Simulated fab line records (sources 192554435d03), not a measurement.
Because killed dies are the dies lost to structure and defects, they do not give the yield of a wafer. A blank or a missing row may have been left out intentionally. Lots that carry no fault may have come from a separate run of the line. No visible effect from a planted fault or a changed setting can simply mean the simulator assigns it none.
The tool behind it: which one? :: flow n5 finfet :: 26 wafers from 9 lots sampled at 6 of the route's 1938 steps

== WHAT THE GAUGES READ, wafer by wafer ==
N5_BEOL_M1_OCD_MEAS_38. Usual: trench depth nm reads 54.6 nm (standard deviation 1.6).
lot: L870
measured: day 6 08:26
on: ocd-02
trench depth nm (nm): 52.9 53.4 53.2
flag: 

lot: L872
measured: day 7 02:59
on: ocd-02
trench depth nm (nm): 54.0 54.2 53.3
flag: 

lot: L873
measured: day 7 11:03
on: ocd-02
trench depth nm (nm): 52.1 53.9 51.6
flag: 

lot: L875
measured: day 7 19:05
on: ocd-02
trench depth nm (nm): 55.7 54.9 55.2
flag: 

lot: L877
measured: day 8 18:38
on: ocd-02
trench depth nm (nm): 55.4 57.5 57.6
flag: 

lot: L879
measured: day 8 21:42
on: ocd-02
trench depth nm (nm): 53.8 54.3 54.3
flag: 

lot: L888
measured: day 11 00:06
on: ocd-02
trench depth nm (nm): 47.7 56.2
flag: 

lot: L889
measured: day 11 06:47
on: ocd-02
trench depth nm (nm): 55.2 48.2 55.2
flag: 

lot: L890
measured: day 12 00:34
on: ocd-02
trench depth nm (nm): 47.5 52.9 57.1
flag: 

N5_BEOL_M1_CD_MEAS_35: target cd 18 nm, target cd y 21 nm. Usual: cd nm reads 17.9 nm (standard deviation 0.4).
lot: L870
measured: day 6 08:35
on: cd sem-03
cd nm (nm): 18.1 17.3 17.5
flag: 

lot: L872
measured: day 7 03:08
on: cd sem-02
cd nm (nm): 18.4 18.1 17.5
flag: 

lot: L873
measured: day 7 11:18
on: cd sem-01
cd nm (nm): 17.1 18.7 18.1
flag: 

lot: L875
measured: day 7 19:15
on: cd sem-02
cd nm (nm): 18.0 17.9 18.2
flag: 

lot: L877
measured: day 8 18:48
on: cd sem-01
cd nm (nm): 18.1 18.1 17.9
flag: 

lot: L879
measured: day 8 21:51
on: cd sem-01
cd nm (nm): 17.2 18.2 17.9
flag: 

lot: L888
measured: day 11 00:16
on: cd sem-03
cd nm (nm): 18.7 18.1
flag: 

lot: L889
measured: day 11 06:56
on: cd sem-03
cd nm (nm): 18.0 18.1 17.9
flag: 

lot: L890
measured: day 12 00:43
on: cd sem-02
cd nm (nm): 17.3 18.1 18.3
flag: 

N5_BEOL_M4_RC_MEAS_101. Usual: DIBL_N 37.0 mV/V, standard deviation 2.3; DIBL_P 37.3 mV/V, standard deviation 2.8; IOFF_N 0.17 nA/um, standard deviation 0.046; IOFF_P 0.23 nA/um, standard deviation 0.054; ION_N 675 uA/um, standard deviation 14; ION_P 460 uA/um, standard deviation 9.3; SS_N 71.7 mV/dec, standard deviation 0.73; SS_P 73.6 mV/dec, standard deviation 0.95; VT_N 249 mV, standard deviation 3.9; VT_P -250 mV, standard deviation 3.9.
lot: L870
measured: day 8 02:19
on: prober-02
DIBL_N (mV/V): 37.4 36.8 39.6
DIBL_P (mV/V): 37.6 37.4 40.9
IOFF_N (nA/um): 0.19 0.17 0.25
IOFF_P (nA/um): 0.22 0.22 0.29
ION_N (uA/um): 677 667 688
ION_P (uA/um): 457 453 457
SS_N (mV/dec): 72.1 71.1 72.2
SS_P (mV/dec): 73.7 75.0 76.1
VT_N (mV): 250 249 245
VT_P (mV): -249 -251 -248
flag: 

lot: L872
measured: day 8 22:55
on: prober-02
DIBL_N (mV/V): 37.5 36.0 41.5
DIBL_P (mV/V): 37.8 36.8 43.3
IOFF_N (nA/um): 0.18 0.16 0.27
IOFF_P (nA/um): 0.19 0.18 0.28
ION_N (uA/um): 682 676 694
ION_P (uA/um): 454 453 461
SS_N (mV/dec): 72.0 71.0 73.1
SS_P (mV/dec): 73.1 73.5 75.4
VT_N (mV): 248 249 244
VT_P (mV): -252 -254 -246
flag: 

lot: L873
measured: day 9 01:54
on: prober-01
DIBL_N (mV/V): 36.7 36.7 36.5
DIBL_P (mV/V): 38.7 36.8 38.3
IOFF_N (nA/um): 0.17 0.16 0.16
IOFF_P (nA/um): 0.26 0.21 0.25
ION_N (uA/um): 681 671 679
ION_P (uA/um): 475 459 473
SS_N (mV/dec): 70.8 71.5 71.2
SS_P (mV/dec): 74.1 72.5 73.6
VT_N (mV): 248 251 251
VT_P (mV): -247 -251 -247
flag: 

lot: L875
measured: day 9 08:11
on: prober-02
DIBL_N (mV/V): 35.3 38.5 39.3
DIBL_P (mV/V): 36.6 39.5 40.8
IOFF_N (nA/um): 0.15 0.22 0.23
IOFF_P (nA/um): 0.19 0.25 0.27
ION_N (uA/um): 670 703 706
ION_P (uA/um): 458 474 471
SS_N (mV/dec): 71.4 72.1 72.3
SS_P (mV/dec): 73.1 73.8 74.8
VT_N (mV): 253 245 248
VT_P (mV): -255 -251 -249
flag: 

lot: L877
measured: day 10 05:55
on: prober-01
DIBL_N (mV/V): 38.9 37.5 38.8
DIBL_P (mV/V): 41.4 38.2 40.7
IOFF_N (nA/um): 0.20 0.16 0.21
IOFF_P (nA/um): 0.29 0.23 0.28
ION_N (uA/um): 679 682 691
ION_P (uA/um): 467 470 474
SS_N (mV/dec): 71.3 72.1 72.2
SS_P (mV/dec): 74.8 74.1 74.7
VT_N (mV): 248 249 248
VT_P (mV): -246 -250 -246
flag: 

lot: L879
measured: day 10 09:41
on: prober-01
DIBL_N (mV/V): 34.9 34.1 34.6
DIBL_P (mV/V): 32.9 32.0 33.9
IOFF_N (nA/um): 0.14 0.11 0.12
IOFF_P (nA/um): 0.19 0.18 0.20
ION_N (uA/um): 681 654 669
ION_P (uA/um): 474 455 466
SS_N (mV/dec): 71.4 71.5 71.9
SS_P (mV/dec): 73.1 72.2 72.5
VT_N (mV): 250 257 254
VT_P (mV): -248 -250 -250
flag: 

lot: L888
measured: day 13 00:56
on: prober-02
DIBL_N (mV/V): 36.2 35.3
DIBL_P (mV/V): 33.2 33.1
IOFF_N (nA/um): 0.15 0.13
IOFF_P (nA/um): 0.18 0.18
ION_N (uA/um): 670 677
ION_P (uA/um): 456 466
SS_N (mV/dec): 71.6 70.6
SS_P (mV/dec): 72.5 73.1
VT_N (mV): 253 252
VT_P (mV): -253 -250
flag: 

lot: L889
measured: day 13 14:05
on: prober-01
DIBL_N (mV/V): 38.3 36.8 37.2
DIBL_P (mV/V): 39.4 38.0 38.0
IOFF_N (nA/um): 0.20 0.17 0.18
IOFF_P (nA/um): 0.24 0.21 0.22
ION_N (uA/um): 673 671 666
ION_P (uA/um): 456 455 455
SS_N (mV/dec): 71.8 72.3 71.8
SS_P (mV/dec): 73.6 72.9 73.7
VT_N (mV): 247 250 248
VT_P (mV): -251 -252 -250
flag: 

lot: L890
measured: day 13 20:28
on: prober-01
DIBL_N (mV/V): 37.8 38.4 40.4
DIBL_P (mV/V): 36.6 36.6 38.7
IOFF_N (nA/um): 0.16 0.16 0.22
IOFF_P (nA/um): 0.20 0.21 0.24
ION_N (uA/um): 677 656 668
ION_P (uA/um): 459 444 451
SS_N (mV/dec): 71.3 71.8 72.2
SS_P (mV/dec): 73.3 72.9 73.2
VT_N (mV): 250 253 247
VT_P (mV): -256 -252 -253
flag: 

== WHICH TOOL RAN EACH LOT (tool, then ch and the chambers of the sampled wafers, then the start) ==
lot: L870
N5_BEOL_M1_TRENCH_ETCH_37: rie diel-04 ch 1,3, day 6 08:16
N5_BEOL_M1_STRIP_97: rie diel-04 ch 1,3, day 6 08:26 or earlier
N5_BEOL_M1_SURFACE_TREAT_85: pvd sputter-01, day 6 09:17

lot: L872
N5_BEOL_M1_TRENCH_ETCH_37: rie diel-04 ch 1,3, day 7 02:49
N5_BEOL_M1_STRIP_97: rie diel-04 ch 1,3, day 7 02:59 or earlier
N5_BEOL_M1_SURFACE_TREAT_85: pvd sputter-02, day 7 03:47

lot: L873
N5_BEOL_M1_TRENCH_ETCH_37: rie diel-04 ch 0,3, day 7 10:53
N5_BEOL_M1_STRIP_97: rie diel-04 ch 0,3, day 7 11:03 or earlier
N5_BEOL_M1_SURFACE_TREAT_85: pvd sputter-01, day 7 12:03

lot: L875
N5_BEOL_M1_TRENCH_ETCH_37: rie diel-02 ch 1,2, day 7 18:56
N5_BEOL_M1_STRIP_97: rie diel-02 ch 1,2, day 7 19:05 or earlier
N5_BEOL_M1_SURFACE_TREAT_85: pvd sputter-02, day 7 19:43

lot: L877
N5_BEOL_M1_TRENCH_ETCH_37: rie diel-02 ch 0,2, day 8 18:29
N5_BEOL_M1_STRIP_97: rie diel-02 ch 0,2, day 8 18:38 or earlier
N5_BEOL_M1_SURFACE_TREAT_85: pvd sputter-02, day 8 19:33

lot: L879
N5_BEOL_M1_TRENCH_ETCH_37: rie diel-04 ch 0,1,2, day 8 21:32
N5_BEOL_M1_STRIP_97: rie diel-04 ch 0,1,2, day 8 21:42 or earlier
N5_BEOL_M1_SURFACE_TREAT_85: pvd sputter-03, day 8 22:27

lot: L888
N5_BEOL_M1_TRENCH_ETCH_37: rie diel-02 ch 0,2, day 10 23:57
N5_BEOL_M1_STRIP_97: rie diel-02 ch 0,2, day 11 00:06 or earlier
N5_BEOL_M1_SURFACE_TREAT_85: pvd sputter-02, day 11 00:49

lot: L889
N5_BEOL_M1_TRENCH_ETCH_37: rie diel-02 ch 0,1, day 11 06:37
N5_BEOL_M1_STRIP_97: rie diel-02 ch 0,1, day 11 06:47 or earlier
N5_BEOL_M1_SURFACE_TREAT_85: pvd sputter-03, day 11 07:28

lot: L890
N5_BEOL_M1_TRENCH_ETCH_37: rie diel-02 ch 0,3, day 12 00:24
N5_BEOL_M1_STRIP_97: rie diel-02 ch 0,3, day 12 00:34 or earlier
N5_BEOL_M1_SURFACE_TREAT_85: pvd sputter-03, day 12 01:11
- N5_BEOL_M1_TRENCH_ETCH_37: etches SiOC in C4F6/O2, target depth 55.207 nm, time 29 s.
- N5_BEOL_M1_STRIP_97: strips in N2/H2, time 10 s.
- N5_BEOL_M1_SURFACE_TREAT_85

== AS READ BY THE TOOLS THEMSELVES (means over the sampled wafers that have a number; for cases with no such wafer, the mark the record gives instead) ==
N5_BEOL_M1_TRENCH_ETCH_37. Usual: chamber pressure mTorr 30.000 mTorr, standard deviation 0.027; drypump motor current A 5.8 A, standard deviation 0.55; oes_f_703_au 0.76 a.u., standard deviation 0.092; oes_o_777_au 0.77 a.u., standard deviation 0.091; oes product au 0.75 a.u., standard deviation 0.083; rf vpp V 657 V, standard deviation 16; showerhead plenum p Torr 2.84 Torr, standard deviation 0.094; throttle valve pct 20.71 %, standard deviation 0.23.
lot: L870
tool: rie diel-04
chamber pressure mTorr (mTorr): 30.007
drypump motor current A (A): 6.0
oes_f_703_au (a.u.): 0.71
oes_o_777_au (a.u.): 0.72
oes product au (a.u.): 0.70
rf vpp V (V): 660
showerhead plenum p Torr (Torr): 2.78
throttle valve pct (%): 20.71
flag: 

lot: L872
tool: rie diel-04
chamber pressure mTorr (mTorr): 30.012
drypump motor current A (A): 6.1
oes_f_703_au (a.u.): 0.72
oes_o_777_au (a.u.): 0.72
oes product au (a.u.): 0.71
rf vpp V (V): 664
showerhead plenum p Torr (Torr): 2.86
throttle valve pct (%): 20.62
flag: 

lot: L873
tool: rie diel-04
chamber pressure mTorr (mTorr): 30.001
drypump motor current A (A): 5.7
oes_f_703_au (a.u.): 0.71
oes_o_777_au (a.u.): 0.72
oes product au (a.u.): 0.70
rf vpp V (V): 650
showerhead plenum p Torr (Torr): 2.78
throttle valve pct (%): 20.84
flag: 

lot: L875
tool: rie diel-02
chamber pressure mTorr (mTorr): 29.999
drypump motor current A (A): 6.0
oes_f_703_au (a.u.): 0.74
oes_o_777_au (a.u.): 0.76
oes product au (a.u.): 0.73
rf vpp V (V): 654
showerhead plenum p Torr (Torr): 2.78
throttle valve pct (%): 20.71
flag: 

lot: L877
tool: rie diel-02
chamber pressure mTorr (mTorr): 29.997
drypump motor current A (A): 6.4
oes_f_703_au (a.u.): 0.93
oes_o_777_au (a.u.): 0.95
oes product au (a.u.): 0.89
rf vpp V (V): 654
showerhead plenum p Torr (Torr): 2.84
throttle valve pct (%): 20.51
flag: 

lot: L879
tool: rie diel-04
chamber pressure mTorr (mTorr): 30.014
drypump motor current A (A): 5.5
oes_f_703_au (a.u.): 0.74
oes_o_777_au (a.u.): 0.75
oes product au (a.u.): 0.73
rf vpp V (V): 654
showerhead plenum p Torr (Torr): 2.94
throttle valve pct (%): 20.68
flag: 

lot: L888
tool: rie diel-02
chamber pressure mTorr (mTorr): 29.990
drypump motor current A (A): 6.4
oes_f_703_au (a.u.): 0.85
oes_o_777_au (a.u.): 0.88
oes product au (a.u.): 0.77
rf vpp V (V): 649
showerhead plenum p Torr (Torr): 2.80
throttle valve pct (%): 20.61
flag: 

lot: L889
tool: rie diel-02
chamber pressure mTorr (mTorr): 29.987
drypump motor current A (A): 5.5
oes_f_703_au (a.u.): 0.79
oes_o_777_au (a.u.): 0.79
oes product au (a.u.): 0.74
rf vpp V (V): 679
showerhead plenum p Torr (Torr): 2.88
throttle valve pct (%): 20.43
flag: 

lot: L890
tool: rie diel-02
chamber pressure mTorr (mTorr): 30.017
drypump motor current A (A): 6.4
oes_f_703_au (a.u.): 0.87
oes_o_777_au (a.u.): 0.86
oes product au (a.u.): 0.81
rf vpp V (V): 657
showerhead plenum p Torr (Torr): 2.86
throttle valve pct (%): 20.56
flag: 

N5_BEOL_M1_STRIP_97. Usual: chamber pressure mTorr 19.999 mTorr, standard deviation 0.017; drypump motor current A 5.8 A, standard deviation 0.55; oes product au 0.75 a.u., standard deviation 0.08; rf vpp V 59.2 V, standard deviation 0.87; showerhead plenum p Torr 2.54 Torr, standard deviation 0.094; throttle valve pct 23.5 %, standard deviation 0.37.
lot: L870
tool: rie diel-04
chamber pressure mTorr (mTorr): 19.987
drypump motor current A (A): 6.0
oes product au (a.u.): 0.71
rf vpp V (V): 58.9
showerhead plenum p Torr (Torr): 2.48
throttle valve pct (%): 23.4
flag: 

lot: L872
tool: rie diel-04
chamber pressure mTorr (mTorr): 20.013
drypump motor current A (A): 6.1
oes product au (a.u.): 0.71
rf vpp V (V): 58.4
showerhead plenum p Torr (Torr): 2.57
throttle valve pct (%): 23.5
flag: 

lot: L873
tool: rie diel-04
chamber pressure mTorr (mTorr): 20.011
drypump motor current A (A): 5.7
oes product au (a.u.): 0.71
rf vpp V (V): 58.6
showerhead plenum p Torr (Torr): 2.49
throttle valve pct (%): 23.4
flag: 

lot: L875
tool: rie diel-02
chamber pressure mTorr (mTorr): 20.004
drypump motor current A (A): 5.9
oes product au (a.u.): 0.73
rf vpp V (V): 59.3
showerhead plenum p Torr (Torr): 2.49
throttle valve pct (%): 23.6
flag: 

lot: L877
tool: rie diel-02
chamber pressure mTorr (mTorr): 20.010
drypump motor current A (A): 6.4
oes product au (a.u.): 0.89
rf vpp V (V): 58.8
showerhead plenum p Torr (Torr): 2.54
throttle valve pct (%): 23.1
flag: 

lot: L879
tool: rie diel-04
chamber pressure mTorr (mTorr): 19.999
drypump motor current A (A): 5.5
oes product au (a.u.): 0.73
rf vpp V (V): 59.6
showerhead plenum p Torr (Torr): 2.64
throttle valve pct (%): 23.4
flag: 

lot: L888
tool: rie diel-02
chamber pressure mTorr (mTorr): 19.995
drypump motor current A (A): 6.3
oes product au (a.u.): 0.82
rf vpp V (V): 58.1
showerhead plenum p Torr (Torr): 2.50
throttle valve pct (%): 23.2
flag: 

lot: L889
tool: rie diel-02
chamber pressure mTorr (mTorr): 19.999
drypump motor current A (A): 5.5
oes product au (a.u.): 0.76
rf vpp V (V): 59.0
showerhead plenum p Torr (Torr): 2.59
throttle valve pct (%): 23.2
flag: 

lot: L890
tool: rie diel-02
chamber pressure mTorr (mTorr): 19.978
drypump motor current A (A): 6.4
oes product au (a.u.): 0.84
rf vpp V (V): 60.2
showerhead plenum p Torr (Torr): 2.56
throttle valve pct (%): 23.1
flag: 

== THE ANSWER, worked out from the rows above alone ==
Rule: take the mean of a lot's wafers that have a number; if it is more than 3 standard deviations from the usual mean, the lot is off. Also off: a lot with no number at a reading for which 4 or more lots have one. All remaining lots with rows at the step are treated as sound. After the gauges, taken in route order, come the tools' own readings; for these a lot's mean is taken, as printed above. At the first step where some lot is off, the reading lying furthest off is the one used; lots without a number count as furthest.
Across all readings shown, no lot is off: no conclusion can be drawn from this.

== WHAT WAS PUT IN BY THE SIMULATOR ==
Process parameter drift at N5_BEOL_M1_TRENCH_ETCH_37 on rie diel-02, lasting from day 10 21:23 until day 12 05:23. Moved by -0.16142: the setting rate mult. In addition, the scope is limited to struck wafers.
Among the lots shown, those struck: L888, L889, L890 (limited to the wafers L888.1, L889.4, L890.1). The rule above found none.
